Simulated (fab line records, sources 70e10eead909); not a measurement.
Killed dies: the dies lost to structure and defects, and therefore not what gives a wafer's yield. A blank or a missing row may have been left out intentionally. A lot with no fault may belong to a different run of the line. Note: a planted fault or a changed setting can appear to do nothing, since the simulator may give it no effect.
Struck lot and sound lot, side by side	flow nand-harc	13 steps out of a route of 1159
Sound: the wafers L409.1, L409.2, L409.6. Struck: wafers L425.1, L425.5 (left out: L425.6, a lot-mate that was not struck); the cause follows at the end.
Order at every step that has rows: each side's tool, ch and its chambers, its first start. Under that, the readings that differ: sound wafers	struck wafers	difference of the means	sigmas: that difference in standard deviations of wafers without a fault.
alike: readings whose means differ by less than 2 such deviations, and words and numbers that are the same on both sides. not compared: withheld readings, readings that some wafer has no value for, bounds like >300 that may hide the same value, and numbers for which the record gives no deviation and whose values overlap.
Wherever a step has rows on one side only, a row that says differs or no value, or a row with sigmas, the two part there. Numbers that don't overlap but have no deviation are shown without sigmas and don't part them. A reading that every wafer of one side lacks parts them only if that side has two wafers or more.

NHARC_A_STAIRCASE_ETCH_188: etches the open film in C4F8/O2, target depth 100 nm, time 40.5 s.
  sound: rie-diel-13 ch 0,1,2; struck: rie-diel-01 ch 0,2
  alike: oes-product-au, rf-vpp-V
  not compared: rf-hours-counter-h
then, 2 steps without rows for these wafers: NHARC_A_STAIRCASE_TRIM_189 (chemistry O2, time 211.2 s); NHARC_A_STAIRCASE_ETCH_190 (etches the open film in C4F8/O2, target depth 100 nm, time 40.5 s).
NHARC_A_STAIRCASE_TRIM_191: chemistry O2, time 211.2 s.
  sound: rie-diel-13 ch 0,3; struck: rie-diel-01 ch 0,2
  alike: drypump-motor-current-A, oes-product-au, rf-vpp-V, showerhead-plenum-p-Torr, throttle-valve-pct
  not compared: rf-hours-counter-h
then, 2 steps without rows for these wafers: NHARC_A_STAIRCASE_ETCH_192 (etches the open film in C4F8/O2, target depth 100 nm, time 40.5 s); NHARC_A_STAIRCASE_TRIM_193 (chemistry O2, time 211.2 s).
NHARC_A_STAIRCASE_ETCH_194: etches the open film in C4F8/O2, target depth 100 nm, time 40.5 s.
  sound: rie-diel-13 ch 0,2,3; struck: rie-diel-01 ch 1,3
  alike: oes-product-au, rf-vpp-V
  not compared: rf-hours-counter-h
NHARC_A_STAIRCASE_TRIM_196: chemistry O2, time 211.2 s.
  sound on rie-diel-13 ch 1,2,3, day 12 04:39; struck on rie-diel-01 ch 0,3, day 16 16:52
  alike: drypump-motor-current-A, oes-product-au, rf-vpp-V, showerhead-plenum-p-Torr, throttle-valve-pct
  not compared: rf-hours-counter-h
then, 3 steps without rows for these wafers: NHARC_A_STAIRCASE_ETCH_197 (etches the open film in C4F8/O2, target depth 100 nm, time 40.5 s); NHARC_A_STAIRCASE_TRIM_198 (chemistry O2, time 211.2 s); NHARC_A_STAIRCASE_ETCH_199 (etches the open film in C4F8/O2, target depth 100 nm, time 40.5 s).
NHARC_A_STAIRCASE_TRIM_200: chemistry O2, time 211.2 s.
  sound on rie-diel-13 ch 0,1, day 12 05:13; struck on rie-diel-01 ch 0, day 16 17:23
reading	sound	struck	difference	sigmas
oes-product-au (a.u.)	1.007 0.996 0.994	0.840 0.833	-0.162	-22
rf-vpp-V (V)	58.9 59.7 57.3	56.8 56.7	-1.9	-2
  alike: drypump-motor-current-A, showerhead-plenum-p-Torr, throttle-valve-pct
  not compared: rf-hours-counter-h
NHARC_A_STAIRCASE_ETCH_201: etches the open film in C4F8/O2, target depth 100 nm, time 40.5 s.
  sound: rie-diel-13 ch 0,1; struck: rie-diel-01 ch 0
  alike: oes-product-au, rf-vpp-V
  not compared: rf-hours-counter-h

## WHERE THEY PART
Only at NHARC_A_STAIRCASE_TRIM_200, as far as this record shows. Later steps at which nothing parts them and some readings are alike: NHARC_A_STAIRCASE_ETCH_201.

WHY: whatever the simulator had introduced
rie-diel-01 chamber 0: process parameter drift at NHARC_A_STAIRCASE_TRIM_200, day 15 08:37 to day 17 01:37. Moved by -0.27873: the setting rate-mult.
